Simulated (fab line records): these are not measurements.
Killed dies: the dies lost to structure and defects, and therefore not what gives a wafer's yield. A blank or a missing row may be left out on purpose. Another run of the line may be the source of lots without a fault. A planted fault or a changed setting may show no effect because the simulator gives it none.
Comparing a struck lot with a sound one	flow nand harc	43 steps out of a route of 1159
Sound: the wafers L106.1, L106.3, L106.4. Wafers L115.3, L115.5, L115.6 were the ones struck. At the end, the cause is stated.
Each step with rows lists, per side, the tool, then ch with its chambers, then its first start. Under that, the readings that differ: sound wafers	struck wafers	difference of the means	sigmas: that difference in standard deviations of wafers without a fault.
alike: words and numbers the same on both sides, and readings whose means are apart by under 2 such deviations; not compared: readings that were withheld, readings missing a value for some wafer, numbers with overlapping values and no deviation given by the record, and bounds like >300 which may hide the same value.
The two part at a step that has a row with sigmas, a row that says differs or no value, or rows on one side only. Numbers that don't overlap but have no deviation are shown without sigmas and don't part them. Lack of a reading on every wafer of one side parts them only where that side has two or more wafers.

first, 9 steps without rows for these wafers: NHARC_P_GATE_OXIDE_02 (material SiO2, target thk 37.5 nm, ox time 365 s); NHARC_P_GATE_DEHYDRATE_03 (time 120 s); NHARC_P_GATE_HMDS_04 (time 30 s); NHARC_P_GATE_COAT_05; NHARC_P_GATE_SOFTBAKE_06 (time 95 s); NHARC_P_GATE_EBR_07; NHARC_P_GATE_EXPOSE_08 (exposes mask P HV); NHARC_P_GATE_PEB_09 (peb time 85 s); NHARC_P_GATE_DEVELOP_10 (time 70 s).
NHARC_P_GATE_CD_MEAS_11: target cd 1640 nm.
  sound on cd sem-01 ch 0, day 6 08:55; struck on cd sem-01 ch 0, day 8 15:07
  alike: cd nm
then, 1 step without rows for these wafers: NHARC_P_GATE_HARDBAKE_12 (time 80 s).
NHARC_P_GATE_DESCUM_13: chemistry O2, time 3 s.
  sound on rie diel-11 ch 0,2,3, day 6 09:04; struck on rie diel-05 ch 0,1,2, day 8 15:18
  alike: chamber pressure mTorr, drypump motor current A, oes product au, rf vpp V, showerhead plenum p Torr, throttle valve pct
  not compared: rf hours counter h
NHARC_P_GATE_ETCH_14: etches SiO2 in dHF, target depth 48.8 nm.
  sound on wet bench-02 ch 0,1,7, day 6 09:13; struck on wet bench-02 ch 2,3,5, day 8 15:24
then, 6 steps without rows for these wafers: NHARC_P_GATE_STRIP_15 (strips in SPM, time 780 s); NHARC_P_GATE_PRECLEAN_71 (cleans in SC1); NHARC_P_GATE_SRD_72; NHARC_P_GATE_OXIDE_16 (material SiO2, target thk 3 nm, ox time 392 s); NHARC_P_GATE_CVD_17 (deposits poly-Si, target thk 150 nm, time 900 s); NHARC_P_GATE_HM_DEP_102 (deposits aC, target thk 120 nm).
NHARC_P_GATE_DEP_103: deposits SiON, target thk 30 nm.
  sound on pecvd-01 ch 1,2, day 6 22:55; struck on pecvd-01 ch 1,2, day 9 05:31
  alike: heater power w
then, 8 steps without rows for these wafers: NHARC_P_GATE_DEHYDRATE_18 (time 120 s); NHARC_P_GATE_HMDS_19 (time 30 s); NHARC_P_GATE_COAT_20 (resist thk 90 nm); NHARC_P_GATE_SOFTBAKE_21 (time 55 s); NHARC_P_GATE_EBR_22; NHARC_P_GATE_EXPOSE_23 (exposes mask P GATE, target cd 120 nm); NHARC_P_GATE_PEB_24 (peb time 65 s); NHARC_P_GATE_DEVELOP_25 (develop time 35 s).
NHARC_P_GATE_CD_MEAS_26: target cd 120 nm.
  sound on cd sem-01 ch 0, day 6 23:35; struck on cd sem-02 ch 0, day 9 06:05
  alike: cd nm
NHARC_P_GATE_OVL_MEAS_27:
  sound on overlay-01 at day 6 23:40; struck on overlay-01 at day 9 06:10
reading	sound	struck	difference	sigmas
overlay x nm (nm)	0.2 0.2 0.1	-1.9 -1.5 -1.4	-1.8	-2
overlay y nm (nm)	0.4 -0.2 0.1	-2.5 -2.8 -2.9	-2.8	-3
NHARC_P_GATE_INSPECT_28:
  sound on defect inspect-02 at day 6 23:43; struck on defect inspect-02 at day 9 06:12
  alike: raw defect count
then, 1 step without rows for these wafers: NHARC_P_GATE_DESCUM_31 (chemistry O2, time 3 s).
NHARC_P_GATE_ETCH_104: etches the open film in CF4/CHF3, target depth 60 nm.
  sound on rie diel-11 ch 0,1,2, day 6 23:52; struck on rie diel-05 ch 2,3, day 9 06:28
reading	sound	struck	difference	sigmas
rf vpp V (V)	369.3 366.1 371.3	373.9 375.1 373.9	+5.4	+2
showerhead plenum p Torr (Torr)	1.54 1.47 1.56	1.66 1.70 1.66	+0.15	+2
  alike: chamber pressure mTorr, drypump motor current A, oes product au, throttle valve pct
then, 3 steps without rows for these wafers: NHARC_P_GATE_HM_OPEN_105 (chemistry O2/COS, target depth 360 nm); NHARC_P_GATE_STRIP_106 (strips in O2/COS); NHARC_P_GATE_ETCH_114 (etches the open film in CF4/O2, target depth 30 nm, overetch 3 nm, time 16.5 s).
NHARC_P_GATE_ETCH_32: etches the open film in HBr/Cl2, target depth 150 nm, time 100.1 s.
  sound on rie si-04 ch 0,1,2, day 7 00:14; struck on rie si-05 ch 0,1, day 9 07:02
  alike: chamber pressure mTorr, drypump motor current A, oes product au, throttle valve pct
  not compared: rf hours counter h
NHARC_P_GATE_STRIP_108: strips in O2.
  sound on rie diel-05 ch 1,2,3, day 7 00:24; struck on rie diel-11 ch 1,2, day 9 07:13
  alike: chamber pressure mTorr, drypump motor current A, oes product au, rf vpp V, showerhead plenum p Torr, throttle valve pct
  not compared: rf hours counter h
NHARC_P_GATE_CD_MEAS_33:
  sound on cd sem-03 at day 7 00:35; struck on cd sem-03 at day 9 07:23
  alike: cd nm
then, 3 steps without rows for these wafers: NHARC_P_GATE_STRIP_35 (strips in SPM, time 600 s); NHARC_P_GATE_PRECLEAN_73 (cleans in SC1); NHARC_P_GATE_SRD_74.
-- break in the record here, with 15 days between the starts of the struck wafers on either side (left off in module P_GATE, picked up again in module END, where the first step shown is number 1159 on the route) --
NHARC_END_SORT_01:
  the record has rows for the struck wafers here (prober-01 ch 0, day 24 06:44) and none for the sound ones

## WHERE THEY PART
First at NHARC_P_GATE_OVL_MEAS_27; last, within this record, at NHARC_END_SORT_01.

WHY: what had been put in by the simulator
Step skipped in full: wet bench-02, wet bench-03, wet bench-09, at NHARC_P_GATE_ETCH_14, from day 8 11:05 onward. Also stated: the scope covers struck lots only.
